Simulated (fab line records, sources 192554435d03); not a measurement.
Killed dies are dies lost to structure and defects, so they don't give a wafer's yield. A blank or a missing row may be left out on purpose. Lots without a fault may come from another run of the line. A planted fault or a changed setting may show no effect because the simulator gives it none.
Split-lot experiment | flow n5_finfet | 7 lots, 21 wafers read, on a route of 1938 steps

THE SPLIT
At N5_BEOL_M12_ILD_DEP_00 (deposits SiOC from DEMS/O2, target thk 658.92 nm, time 130.7 s), the setting time_s was moved away from the recipe's 130.7 s on 3 of the 21 wafers read, by -13.8% to +8.3%. The other wafers ran this setting at the recipe's value.

The file shows no step between the split and the reading.

THE READING
M12_ILD_THK, in nm, at N5_BEOL_M12_THK_MEAS_01. Fault-free wafers of this fab line usually give 660 nm, standard deviation 7.3 nm.

wafer  | tool, chamber at the split | time_s as run, s | against the recipe | M12_ILD_THK, nm | against lot-mates on the recipe
L076.1 | pecvd-03, 2                | 130.7            | recipe             | 657             | -
L076.5 | pecvd-03, 0                | 130.7            | recipe             | 660             | -
L076.6 | pecvd-03, 2                | 130.7            | recipe             | 667             | -
L080.1 | pecvd-04, 0                | 130.7            | recipe             | 650             | -
L080.2 | pecvd-04, 2                | 122.1            | -6.6%              | 604             | -50
L080.6 | pecvd-04, 1                | 130.7            | recipe             | 658             | -
L086.3 | pecvd-02, 0                | 112.7            | -13.8%             | 568             | -98
L086.4 | pecvd-02, 1                | 130.7            | recipe             | 670             | -
L086.5 | pecvd-02, 1                | 130.7            | recipe             | 662             | -
L091.1 | pecvd-02, 2                | 130.7            | recipe             | 652             | -
L091.3 | pecvd-02, 1                | 141.6            | +8.3%              | 711             | +57
L091.5 | pecvd-02, 0                | 130.7            | recipe             | 656             | -
L093.1 | pecvd-02, 2                | 130.7            | recipe             | 657             | -
L093.4 | pecvd-02, 1                | 130.7            | recipe             | 666             | -
L093.5 | pecvd-02, 2                | 130.7            | recipe             | 663             | -
L097.2 | pecvd-02, 0                | 130.7            | recipe             | 655             | -
L097.5 | pecvd-02, 1                | 130.7            | recipe             | 675             | -
L097.6 | pecvd-02, 2                | 130.7            | recipe             | 667             | -
L096.1 | pecvd-03, 2                | 130.7            | recipe             | 656             | -
L096.5 | pecvd-03, 2                | 130.7            | recipe             | 673             | -
L096.6 | pecvd-03, 0                | 130.7            | recipe             | 676             | -

THE FIT
A straight line over all 21 wafers: M12_ILD_THK changes by +6.86 nm for each +1% of time_s; r = +0.96; the points scatter about the line by 8.2 nm.
The same after taking each lot's own level away (the mean of its wafers on the recipe; 21 wafers): +7.11 nm for each +1%; r = +0.98; scatter 5.7 nm.
On that fit, the largest move of time_s shifts the reading by 98 nm.
The lots' own levels span 654.0 to 668.3 nm, that is 2.0 times the standard deviation above.
So the lot-to-lot level changes the slope little: the two slopes agree.
Check: with one of the wafers moved furthest among these (-13.8%) left out of the fit, the line predicts -98.5 nm for it against its lot-mates. It came out at -98 nm against them.

OTHER SPLITS ON THESE WAFERS
These wafers also went through other splits before the reading. Each is held against what the fit with the lots' levels taken away leaves over:
other split on the same wafers    | wafers away from the commonest value | r with M12_ILD_THK (lot level and that fit taken away)
N5_BEOL_M10_TRENCH_ETCH_37 bias_w | 12                                   | +0.18
N5_BEOL_M10_ALD_74 ald_cycles     | 4                                    | +0.04

THE WHOLE CHAIN: every reading that the file lists as answering this split, in the file's order
step                    | what it does                                                   | reading                                                                             | change (the file's fit)              | r (the file's)
N5_BEOL_M12_ILD_DEP_00  | deposits SiOC from DEMS/O2, target thk 658.92 nm, time 130.7 s | SiOC_of_BEOL_M12_ILD_DEP_00.thk_nm (the simulator's own value, which no gauge read) | +7.11 nm for each +1% of the setting | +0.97
N5_BEOL_M12_THK_MEAS_01 |                                                                | M12_ILD_THK                                                                         | +7.11 for each +1% of the setting    | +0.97
N5_BEOL_M12_VIA_ETCH_16 | etches SiOC in C4F8/O2/Ar, target depth 724.8 nm               | etch.depth_nm (the simulator's own value, which no gauge read)                      | +7.11 nm for each +1% of the setting | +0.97
N5_BEOL_M12_VIA_ETCH_16 | etches SiOC in C4F8/O2/Ar, target depth 724.8 nm               | coat_of_BEOL_M12_COAT_04.thk_nm (the simulator's own value, which no gauge read)    | -1.97 nm for each +1% of the setting | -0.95
N5_BEOL_M12_STRIP_63    | strips in N2/H2                                                | strip_time_to_endpoint_s                                                            | withheld for each +1% of the setting | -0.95

THE FILE'S OWN FIT
M12_ILD_THK changes by +7.11 nm for each +1% of time_s, r = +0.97.
